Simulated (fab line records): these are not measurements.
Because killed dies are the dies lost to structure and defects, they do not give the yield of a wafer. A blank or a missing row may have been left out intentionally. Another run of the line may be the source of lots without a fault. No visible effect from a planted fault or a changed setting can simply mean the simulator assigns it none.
Code-filled problem report in 8D (eight disciplines) form :: flow nand_harc :: the parts of the form that need people (team, actions taken, sign-off) are left out

1. WHAT WENT WRONG
At NHARC_END_SORT_01, killed_at_periphery averages 608 over 6 wafers from 2 lots, while fault-free wafers read 4, standard deviation 3.1. That is +99 or more standard deviations from the usual mean.
Seen first at day 30 04:23 on prober-01, wafer L939.1. The record holds 6 wafers of 2 lots with a number at this step. Rule for "out", or "out of limits": more than 4 standard deviations from the usual mean. The rest of the wafers with a number are treated as sound.

2. WHAT IT IS, AND WHAT IT ISN'T
question: which readings at this step
is: killed_at_periphery, defect_limited_yield, killed_dies
is not: killed_at_array, killed_at_other, killed_short

question: which lots
is: L937, L939
is not: -

question: which wafers of those lots
is: all that have a number
is not: -

question: read on which gauges
is: prober-01
is not: -

question: when
is: from day 30 04:23
is not: up to then (0 sound wafers)

3. THE SUSPECTS, EACH WITH WHAT RULES IT OUT
Counting: a tool at a process step up to the reading stays a suspect if it ran every lot that is out and no sound lot after the first of them.
- the gauge at NHARC_END_SORT_01: kept. All the wafers that are out were read on prober-01, and no step on other tools shows them out.
- rie_diel-04 at NHARC_P_M1_ETCH_35 (etches the open film in N2/H2, target depth 40 nm, overetch 12 nm, time 43.94 s): kept. It ran every lot that is out, first L937 (day 12 09:08), and no sound lot after that.
- rie_diel-04 at NHARC_P_M1_ETCH_15 (etches the open film in C4F8/Ar, target depth 182.5 nm, time 91.2 s): kept. It ran every lot that is out, first L937 (day 12 09:13), and no sound lot after that.
Left after counting: rie_diel-04 at NHARC_P_M1_ETCH_35, rie_diel-04 at NHARC_P_M1_ETCH_15, prober-01 at NHARC_END_SORT_01.

4. THE CAUSE (what the simulator had put in)
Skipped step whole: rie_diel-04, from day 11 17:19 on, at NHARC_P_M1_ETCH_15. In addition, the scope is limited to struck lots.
Counting leaves 3 suspects; this tool is one of them.

5. SEQUENCE OF EFFECTS, ordered by route
Each row: a reading whose mean over the struck wafers that have a number lies more than 3 standard deviations from the usual. Only readings for which the record gives a usual standard deviation are gone through. hours: the time from each lot's start at the first step in this table that gives one to its start at this step, as a median over the lots. sigmas: the change in usual standard deviations.
hours: 0
step: NHARC_END_SORT_01
reading: defect_limited_yield
usual: 90.6 %
on struck wafers: 0.0
change: -90.6
sigmas: -35

hours: 0
step: NHARC_END_SORT_01
reading: killed_at_periphery
usual: 4
on struck wafers: 608
change: +604
sigmas: +99 or more

hours: 0
step: NHARC_END_SORT_01
reading: killed_dies
usual: 64
on struck wafers: 677
change: +613
sigmas: +34
Readings that are blank on the struck wafers while sound wafers have them: bias_w at NHARC_P_M1_ETCH_15; chamber_pressure_mTorr at NHARC_P_M1_ETCH_15; oes_product_au at NHARC_P_M1_ETCH_15; rf_vpp_V at NHARC_P_M1_ETCH_15.

6. WHAT WOULD HAVE CAUGHT IT SOONER
The first out-of-limits reading at a measuring or inspecting step in this record came at day 30 04:23, 443 hours after the fault's start at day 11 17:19.
At NHARC_P_M1_ETCH_15 the tool's readings are blank on the struck wafers, where sound wafers have them: an empty tool record is the first sign, and it was there at once.
Each of the lots that are out, 2 in all, had begun NHARC_P_M1_ETCH_15 on rie_diel-04 no later than day 30 04:23. Tool hold at that time: it would have spared none of them.
